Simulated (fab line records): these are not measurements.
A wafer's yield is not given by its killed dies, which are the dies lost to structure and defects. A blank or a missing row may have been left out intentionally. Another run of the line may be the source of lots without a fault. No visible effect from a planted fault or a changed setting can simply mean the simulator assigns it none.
fab line records | flow nand-harc
record lots=13 | wafers=39 | last-day=24
route steps=1159 shown P_ZERO_WELL@41 P_STI@92 P_GATE@131
lots that met no fault: taken from a fault-free run of the same line
start-h: hours from the record's first day to the start of the lot's first wafer shown | wait-h: hours elapsed since this lot's preceding step | " repeats the value in the row above | L1.1+2: one row covering several wafers at once | - no value present, or no start provided | * or withheld: withheld | < > ~ a bound
route shown NAME@n: NAME is a module with steps in the file, n the number in the route of the first one | usual: the fault-free wafers' mean and standard deviation | same: alike in all rows | chamber/n: place in a boat | sites: readings site by site | _std_site: the standard deviation of these | _edge_site: mean of outer sites minus mean of inner sites | radius-mm: for every site, how far away it sits from the centre of the wafer | mask NAME#n: copy n | behind: the most recent tool/chamber to have shaped the wafer | hold: why the lot went on hold/how many hours it stayed there/how the hold came to an end | device: the transistor (n, p or np) that didn't switch | end of line: at the end of the route, the tests of the same wafers | a step given without rows: its recipe and nothing more | killed: the dies lost at the first sort to structure and to defects; this is not the yield of the wafer | map: a wafer's dies, marking killed ones x, the rest . and places with no die _
set.NAME: the setting that was run; set.NAME@STEP: the one run at that earlier step | model.NAME: the simulator's own value behind a step, which no gauge read
a sample of lots followed through the steps of the route, with each step as a table and each wafer as a row
services: a tool's chamber out of use, with start hour (start-h, from the record's first day; less than 0 if before it), hours out, and reason
## steps
# step NHARC_P_ZERO_WELL_EXPOSE_34
# recipe na=0.6 | target-cd-nm=720 | dose-mj=22.31 | mask-id=P_PWELL
# usual exposure-dose-mJ-cm2=22.307/0.025 | stage-vel-mm-s=500.00/0.21
lot.wafer | tool           | chamber | start-h | wait-h | mask      | exposure-dose-mJ-cm2 | stage-vel-mm-s
L156.1    | krf-scanner-01 | 0       | 28.17   | -      | P_PWELL#0 | 22.297               | 499.56
L156.5    | "              | 0       | "       | "      | P_PWELL#0 | 22.287               | 499.97
L156.6    | "              | 0       | "       | "      | P_PWELL#0 | 22.274               | 499.71
L158.1    | krf-scanner-04 | 0       | 39.85   | -      | P_PWELL#0 | 22.327               | 499.95
L158.2    | "              | 0       | "       | "      | P_PWELL#0 | 22.322               | 499.78
L158.4    | "              | 0       | "       | "      | P_PWELL#0 | 22.308               | 499.92
L159.1    | krf-scanner-02 | 0       | 45.98   | -      | P_PWELL#0 | 22.291               | 499.99
L159.2    | "              | 0       | "       | "      | P_PWELL#0 | 22.313               | 499.94
L159.6    | "              | 0       | "       | "      | P_PWELL#0 | 22.319               | 499.62
L160.1    | krf-scanner-04 | 0       | 54.69   | -      | P_PWELL#0 | 22.299               | 500.14
L160.3    | "              | 0       | "       | "      | P_PWELL#0 | 22.285               | 500.04
L160.6    | "              | 0       | "       | "      | P_PWELL#0 | 22.296               | 499.68
L161.1    | krf-scanner-01 | 0       | 58.08   | -      | P_PWELL#0 | 22.330               | 500.01
L161.2    | "              | 0       | "       | "      | P_PWELL#0 | 22.264               | 499.85
L161.6    | "              | 0       | "       | "      | P_PWELL#0 | 22.254               | 500.42
L162.2    | krf-scanner-01 | 0       | 63.83   | -      | P_PWELL#0 | 22.287               | 499.90
L162.3    | "              | 0       | "       | "      | P_PWELL#0 | 22.315               | 499.99
L162.6    | "              | 0       | "       | "      | P_PWELL#0 | 22.281               | 500.14
L164.1    | krf-scanner-04 | 0       | 76.11   | -      | P_PWELL#0 | 22.321               | 499.88
L164.2    | "              | 0       | "       | "      | P_PWELL#0 | 22.321               | 499.66
L164.5    | "              | 0       | "       | "      | P_PWELL#0 | 22.346               | 499.70
L168.2    | krf-scanner-02 | 0       | 99.97   | -      | P_PWELL#0 | 18.309               | 500.42
L168.3    | "              | 0       | "       | "      | P_PWELL#0 | 18.326               | 500.47
L168.6    | "              | 0       | "       | "      | P_PWELL#0 | 18.331               | 500.39
L169.1    | krf-scanner-01 | 0       | 106.07  | -      | P_PWELL#0 | 22.305               | 500.11
L169.5    | "              | 0       | "       | "      | P_PWELL#0 | 22.321               | 500.23
L169.6    | "              | 0       | "       | "      | P_PWELL#0 | 22.336               | 500.27
L170.4    | krf-scanner-02 | 0       | 112.15  | -      | P_PWELL#0 | 18.325               | 500.02
L170.5    | "              | 0       | "       | "      | P_PWELL#0 | 18.307               | 499.92
L170.6    | "              | 0       | "       | "      | P_PWELL#0 | 18.326               | 500.21
L171.1    | krf-scanner-04 | 0       | 118.39  | -      | P_PWELL#0 | 22.279               | 499.92
L171.3    | "              | 0       | "       | "      | P_PWELL#0 | 22.301               | 499.90
L171.4    | "              | 0       | "       | "      | P_PWELL#0 | 22.310               | 500.17
L172.4    | krf-scanner-01 | 0       | 124.12  | -      | P_PWELL#0 | 22.282               | 499.92
L172.5    | "              | 0       | "       | "      | P_PWELL#0 | 22.322               | 500.16
L172.6    | "              | 0       | "       | "      | P_PWELL#0 | 22.293               | 500.13
L173.1    | krf-scanner-01 | 0       | 129.83  | -      | P_PWELL#0 | 22.249               | 499.90
L173.3    | "              | 0       | "       | "      | P_PWELL#0 | 22.302               | 500.30
L173.4    | "              | 0       | "       | "      | P_PWELL#0 | 22.281               | 499.54
# step NHARC_P_ZERO_WELL_CD_MEAS_37
# recipe target-cd-nm=720 | landing-energy-ev=500
# usual cd-nm=718.9/1.9
lot.wafer | tool      | chamber | start-h | wait-h | cd-nm
L156.1    | cd-sem-03 | 0       | 28.33   | -      | 721.0
L156.5    | "         | 0       | "       | "      | 719.2
L156.6    | "         | 0       | "       | "      | 717.8
L158.1    | cd-sem-01 | 0       | 40.00   | -      | 719.8
L158.2    | "         | 0       | "       | "      | 718.5
L158.4    | "         | 0       | "       | "      | 717.8
L159.1    | cd-sem-01 | 0       | 46.13   | -      | 717.7
L159.2    | "         | 0       | "       | "      | 717.7
L159.6    | "         | 0       | "       | "      | 718.3
L160.1    | cd-sem-03 | 0       | 54.85   | -      | 719.1
L160.3    | "         | 0       | "       | "      | 719.5
L160.6    | "         | 0       | "       | "      | 721.8
L161.1    | cd-sem-03 | 0       | 58.24   | -      | 722.4
L161.2    | "         | 0       | "       | "      | 720.8
L161.6    | "         | 0       | "       | "      | 722.5
L162.2    | cd-sem-01 | 0       | 63.98   | -      | 719.2
L162.3    | "         | 0       | "       | "      | 716.7
L162.6    | "         | 0       | "       | "      | 717.3
L164.1    | cd-sem-01 | 0       | 76.27   | -      | 718.2
L164.2    | "         | 0       | "       | "      | 721.1
L164.5    | "         | 0       | "       | "      | 717.7
L168.2    | cd-sem-01 | 0       | 100.12  | -      | 685.2
L168.3    | "         | 0       | "       | "      | 685.3
L168.6    | "         | 0       | "       | "      | 687.3
L169.1    | cd-sem-01 | 0       | 106.23  | -      | 720.3
L169.5    | "         | 0       | "       | "      | 719.2
L169.6    | "         | 0       | "       | "      | 719.8
L170.4    | cd-sem-02 | 0       | 112.29  | -      | 686.6
L170.5    | "         | 0       | "       | "      | 688.3
L170.6    | "         | 0       | "       | "      | 684.8
L171.1    | cd-sem-01 | 0       | 118.55  | -      | 717.2
L171.3    | "         | 0       | "       | "      | 718.0
L171.4    | "         | 0       | "       | "      | 719.0
L172.4    | cd-sem-03 | 0       | 124.26  | -      | 717.2
L172.5    | "         | 0       | "       | "      | 716.9
L172.6    | "         | 0       | "       | "      | 717.2
L173.1    | cd-sem-01 | 0       | 129.99  | -      | 716.6
L173.3    | "         | 0       | "       | "      | 717.4
L173.4    | "         | 0       | "       | "      | 716.7
# step NHARC_P_STI_OCD_MEAS_17
# usual trench-depth-nm=301/4.1 | trench-foot-cd-nm=156.4/2.4
lot.wafer | tool   | chamber | start-h | wait-h | trench-depth-nm | trench-foot-cd-nm
L156.1    | ocd-01 | -       | 47.78   | 0.1    | 301             | 158.7
L156.5    | "      | -       | "       | "      | 307             | 156.5
L156.6    | "      | -       | "       | "      | 306             | 156.4
L158.1    | ocd-02 | -       | 59.41   | 0.1    | 294             | 156.1
L158.2    | "      | -       | "       | "      | 307             | 153.3
L158.4    | "      | -       | "       | "      | 295             | 155.1
L159.1    | ocd-02 | -       | 65.63   | 0.1    | 301             | 153.7
L159.2    | "      | -       | "       | "      | 298             | 156.3
L159.6    | "      | -       | "       | "      | 300             | 158.3
L160.1    | ocd-01 | -       | 76.86   | 0.1    | 309             | 157.5
L160.3    | "      | -       | "       | "      | 302             | 157.6
L160.6    | "      | -       | "       | "      | 299             | 157.9
L161.1    | ocd-02 | -       | 77.01   | 0.1    | 298             | 158.1
L161.2    | "      | -       | "       | "      | 304             | 156.9
L161.6    | "      | -       | "       | "      | 302             | 158.5
L162.2    | ocd-02 | -       | 87.91   | 0.1    | 294             | 155.2
L162.3    | "      | -       | "       | "      | 303             | 154.3
L162.6    | "      | -       | "       | "      | 303             | 152.5
L164.1    | ocd-01 | -       | 97.34   | 0.1    | 302             | 152.2
L164.2    | "      | -       | "       | "      | 308             | 152.6
L164.5    | "      | -       | "       | "      | 300             | 153.4
L168.2    | ocd-02 | -       | 116.96  | 0.1    | 300             | 160.5
L168.3    | "      | -       | "       | "      | 298             | 159.0
L168.6    | "      | -       | "       | "      | 302             | 159.7
L169.1    | ocd-02 | -       | 126.06  | 0.1    | 299             | 154.2
L169.5    | "      | -       | "       | "      | 302             | 153.4
L169.6    | "      | -       | "       | "      | 305             | 158.6
L170.4    | ocd-02 | -       | 131.86  | 0.1    | 295             | 157.0
L170.5    | "      | -       | "       | "      | 304             | 159.5
L170.6    | "      | -       | "       | "      | 299             | 158.9
L172.4    | ocd-02 | -       | 142.16  | 0.1    | 307             | 153.7
L172.5    | "      | -       | "       | "      | 300             | 158.4
L172.6    | "      | -       | "       | "      | 299             | 155.7
L171.1    | ocd-01 | -       | 142.33  | 0.1    | 296             | 159.2
L171.3    | "      | -       | "       | "      | 295             | 160.8
L171.4    | "      | -       | "       | "      | 296             | 157.4
L173.1    | ocd-02 | -       | 149.69  | 0.1    | 299             | 154.9
L173.3    | "      | -       | "       | "      | 306             | 154.4
L173.4    | "      | -       | "       | "      | 294             | 157.2
# step NHARC_P_STI_INSPECT_25
# usual raw-defect-count=220/82
lot.wafer | tool              | chamber | start-h | wait-h | raw-defect-count
L156.1    | defect-inspect-01 | -       | 81.33   | 0.4    | 216
L156.5    | "                 | -       | "       | "      | 195
L156.6    | "                 | -       | "       | "      | 152
L158.1    | defect-inspect-02 | -       | 81.33   | 0.4    | 353
L158.2    | "                 | -       | "       | "      | 343
L158.4    | "                 | -       | "       | "      | 391
L159.1    | defect-inspect-01 | -       | 95.17   | 0.4    | 230
L159.2    | "                 | -       | "       | "      | 213
L159.6    | "                 | -       | "       | "      | 250
L160.1    | defect-inspect-01 | -       | 103.28  | 0.4    | 151
L160.3    | "                 | -       | "       | "      | 182
L160.6    | "                 | -       | "       | "      | 151
L161.1    | defect-inspect-02 | -       | 103.28  | 0.4    | 174
L161.2    | "                 | -       | "       | "      | 249
L161.6    | "                 | -       | "       | "      | 198
L162.2    | defect-inspect-02 | -       | 123.34  | 0.4    | 110
L162.3    | "                 | -       | "       | "      | 156
L162.6    | "                 | -       | "       | "      | 205
L164.1    | defect-inspect-02 | -       | 123.35  | 0.4    | 289
L164.2    | "                 | -       | "       | "      | 210
L164.5    | "                 | -       | "       | "      | 245
L168.2    | defect-inspect-02 | -       | 145.24  | 0.4    | 213
L168.3    | "                 | -       | "       | "      | 284
L168.6    | "                 | -       | "       | "      | 296
L169.1    | defect-inspect-02 | -       | 156.26  | 0.4    | 195
L169.5    | "                 | -       | "       | "      | 240
L169.6    | "                 | -       | "       | "      | 327
L170.4    | defect-inspect-01 | -       | 156.26  | 0.4    | 202
L170.5    | "                 | -       | "       | "      | 232
L170.6    | "                 | -       | "       | "      | 239
L171.1    | defect-inspect-02 | -       | 176.07  | 0.4    | 216
L171.3    | "                 | -       | "       | "      | 170
L171.4    | "                 | -       | "       | "      | 212
L172.4    | defect-inspect-01 | -       | 176.08  | 0.4    | 94
L172.5    | "                 | -       | "       | "      | 125
L172.6    | "                 | -       | "       | "      | 169
L173.1    | defect-inspect-01 | -       | 181.99  | 0.4    | 180
L173.3    | "                 | -       | "       | "      | 227
L173.4    | "                 | -       | "       | "      | 300
# step NHARC_P_GATE_HM_DEP_102
# recipe target-thk-a=1200 | temp-c=400 | material=aC
# usual throttle-valve-pct=35.000/0.0093
lot.wafer | tool       | chamber | start-h | wait-h | throttle-valve-pct
L156.1    | acl-dep-02 | 0       | 101.89  | 0.4    | 34.982
L156.5    | "          | 0       | "       | "      | 35.008
L156.6    | "          | 0       | "       | "      | 35.005
L158.1    | acl-dep-01 | 0       | 102.08  | 0.6    | 34.997
L158.2    | "          | 0       | "       | "      | 35.004
L158.4    | "          | 0       | "       | "      | 35.011
L159.1    | acl-dep-02 | 0       | 117.40  | 1.9    | 34.998
L159.2    | "          | 0       | "       | "      | 34.992
L159.6    | "          | 0       | "       | "      | 35.017
L160.1    | acl-dep-01 | 0       | 124.14  | 0.7    | 35.001
L160.3    | "          | 0       | "       | "      | 35.016
L160.6    | "          | 0       | "       | "      | 34.993
L161.1    | acl-dep-01 | 0       | 124.79  | 1.3    | 35.011
L161.2    | "          | 0       | "       | "      | 35.003
L161.6    | "          | 0       | "       | "      | 35.002
L162.2    | acl-dep-03 | 0       | 143.91  | 0.5    | 35.003
L162.3    | "          | 0       | "       | "      | 34.999
L162.6    | "          | 0       | "       | "      | 34.999
L164.1    | acl-dep-03 | 0       | 144.45  | 1.0    | 35.017
L164.2    | "          | 0       | "       | "      | 35.013
L164.5    | "          | 0       | "       | "      | 34.989
L168.2    | acl-dep-03 | 0       | 166.91  | 2.1    | 35.006
L168.3    | "          | 0       | "       | "      | 35.012
L168.6    | "          | 0       | "       | "      | 35.001
L169.1    | acl-dep-01 | 0       | 177.98  | 1.3    | 34.999
L169.5    | "          | 0       | "       | "      | 35.022
L169.6    | "          | 0       | "       | "      | 34.993
L170.4    | acl-dep-01 | 0       | 178.94  | 2.3    | 35.000
L170.5    | "          | 0       | "       | "      | 34.999
L170.6    | "          | 0       | "       | "      | 34.987
L171.1    | acl-dep-03 | 0       | 197.31  | 1.1    | 34.995
L171.3    | "          | 0       | "       | "      | 35.001
L171.4    | "          | 0       | "       | "      | 35.012
L172.4    | acl-dep-01 | 0       | 197.75  | 1.5    | 35.013
L172.5    | "          | 0       | "       | "      | 34.996
L172.6    | "          | 0       | "       | "      | 35.001
L173.1    | acl-dep-01 | 0       | 204.52  | 1.5    | 35.011
L173.3    | "          | 0       | "       | "      | 35.001
L173.4    | "          | 0       | "       | "      | 35.002
## services
tool           | chamber | start-h | hours | kind
krf-scanner-02 | -       | 8.69    | 3.0   | repair
krf-scanner-01 | -       | 10.26   | 0.2   | repair
krf-scanner-02 | -       | 17.80   | 0.3   | repair
krf-scanner-01 | -       | 24.20   | 3.4   | repair
krf-scanner-02 | -       | 38.00   | 4.0   | pm
acl-dep-03     | -       | 42.74   | 13.0  | pm
krf-scanner-04 | -       | 64.44   | 2.5   | repair
krf-scanner-01 | -       | 84.00   | 4.0   | pm
krf-scanner-01 | 0       | 95.53   | -     | calibration
krf-scanner-02 | 0       | 97.44   | -     | calibration
krf-scanner-02 | -       | 110.69  | 0.6   | repair
acl-dep-01     | -       | 111.14  | 13.0  | pm
krf-scanner-01 | -       | 117.44  | 0.5   | repair
acl-dep-02     | -       | 123.73  | 0.4   | repair
krf-scanner-04 | -       | 126.00  | 4.0   | pm
krf-scanner-04 | -       | 144.19  | 1.7   | repair
krf-scanner-04 | 0       | 152.46  | -     | calibration
acl-dep-02     | -       | 169.96  | 13.0  | pm
## key
first-sign step=NHARC_P_ZERO_WELL_EXPOSE_34 | reading=exposure-dose-mJ-cm2 | direction=down | sigmas=99+ | usual=22.307 | struck=18.321
effect step=NHARC_P_ZERO_WELL_CD_MEAS_37 | reading=cd-nm | direction=down | sigmas=17 | usual=718.9 | struck=686.2
met-at NHARC_P_ZERO_WELL_EXPOSE_34
struck-lots L168,L170
tester-left-out L168,L170
not-acting-at NHARC_P_STI_OCD_MEAS_17,NHARC_P_STI_INSPECT_25,NHARC_P_GATE_HM_DEP_102
onset-between 45.98 99.97
fault kind=process-parameter-drift | tool=krf-scanner-02 | chamber=- | onset-h=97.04 | steps=NHARC_P_ZERO_WELL_EXPOSE_34 | channel=dose-mj | offset=-4.0142 | shape=step | acts-in=these-recipes-only | stated=22.31
# tester-left-out: of these lots the tester's yield and bins aren't shown, on N5 and GAA mostly nor the transistor test; their killed dies are dies lost to structure and defects alone, not to doping, threshold or leakage, so they don't give the yield
